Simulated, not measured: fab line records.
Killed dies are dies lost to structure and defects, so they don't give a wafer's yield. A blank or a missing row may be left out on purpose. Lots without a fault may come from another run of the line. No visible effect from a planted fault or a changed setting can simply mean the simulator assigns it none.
Matching of chambers + flow nand_harc + NHARC_P_M2_CMP_23 on cmp-03: 4 sister chambers
The step polishes, t overpolish 20 s, target thk 144.3 nm. 4 wafers are shown with their chamber, then 7 later ones without.

## WAFERS, EACH WITH ITS CHAMBER
| wafer  | chamber | motor_current_A (A) |
|--------|---------|---------------------|
| L822.1 | 3       | 10.5                |
| L822.3 | 1       | 14.0                |
| L823.4 | 0       | 13.0                |
| L823.5 | 2       | 12.5                |

## WAFERS WITH NO CHAMBER GIVEN
| wafer  | motor_current_A (A) |
|--------|---------------------|
| L823.6 | 14.6                |
| L826.3 | 14.3                |
| L826.5 | 11.4                |
| L826.6 | 12.9                |
| L828.1 | 10.5                |
| L828.2 | 14.4                |
| L828.5 | 10.4                |

## WHICH CHAMBER EACH ONE RAN IN
| wafer  | from the rows above          | in truth |
|--------|------------------------------|----------|
| L823.6 | 1                            | 1        |
| L826.3 | 1                            | 1        |
| L826.5 | can't be placed: 3 or 2 or 0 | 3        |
| L826.6 | can't be placed: 0 or 2      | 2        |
| L828.1 | 3                            | 3        |
| L828.2 | 1                            | 1        |
| L828.5 | 3                            | 3        |
Placed correctly: 5 of 7. These rows do not allow placing 2 (true chamber among the candidates in 2). Wrongly placed: 0.
How it was worked out, from the rows above alone: a wafer's distance from a chamber is the root of the sum, over the readings, of the square of ((its reading less the chamber's mean) divided by the reading's scatter). The wafer belongs to the nearest chamber; if the next one is less than 2 further off, it can't be placed. For every chamber, the mean is computed from those of its wafers that are shown. The scatter: with one shown wafer a chamber, the root of the mean of the squares of how far each hidden wafer lies from its nearest shown one.
